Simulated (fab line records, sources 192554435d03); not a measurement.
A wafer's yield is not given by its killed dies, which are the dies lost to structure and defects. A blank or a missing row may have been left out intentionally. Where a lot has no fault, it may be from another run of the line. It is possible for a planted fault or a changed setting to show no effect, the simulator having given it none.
Matching of chambers | flow n5 finfet | N5_HKMG_FIN_NWFM_ALD_20 on ald metal-01 has 4 sister chambers
The step deposits TiAlC, target thk 2 nm, pulse time 3 s, purge time 2 s. 4 wafers are shown with their chamber, then 10 later ones without.

WAFERS, EACH WITH ITS CHAMBER
wafer  | chamber | heater power w (W)
L082.6 | 0       | 502
L084.6 | 2       | 471
L086.1 | 3       | 511
L086.3 | 1       | 495

WAFERS WITH NO CHAMBER GIVEN
wafer  | heater power w (W)
L086.4 | 468
L089.1 | 490
L089.3 | 494
L089.5 | 501
L093.1 | 469
L093.3 | 499
L093.4 | 483
L095.2 | 485
L095.3 | 498
L095.5 | 483

WHICH CHAMBER EACH ONE RAN IN
wafer  | from the rows above          | in truth
L086.4 | 2                            | 2
L089.1 | can't be placed: 1 or 0      | 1
L089.3 | can't be placed: 1 or 0      | 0
L089.5 | can't be placed: 0 or 1 or 3 | 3
L093.1 | 2                            | 2
L093.3 | can't be placed: 0 or 1 or 3 | 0
L093.4 | can't be placed: 1 or 2 or 0 | 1
L095.2 | can't be placed: 1 or 2 or 0 | 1
L095.3 | can't be placed: 1 or 0 or 3 | 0
L095.5 | can't be placed: 1 or 2 or 0 | 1
2 of 10 placed correctly. Cannot be placed on the basis of these rows: 8; the candidates contain the true chamber in 8. Placed wrongly: 0.
How it was worked out, from the rows above alone: a wafer's distance from a chamber is the root of the sum, over the readings, of the square of ((its reading less the chamber's mean) divided by the reading's scatter). The wafer belongs to the nearest chamber; if the next one is less than 2 further off, it can't be placed. The mean given for a chamber averages the wafers shown for that chamber. The scatter: with one shown wafer a chamber, the root of the mean of the squares of how far each hidden wafer lies from its nearest shown one.
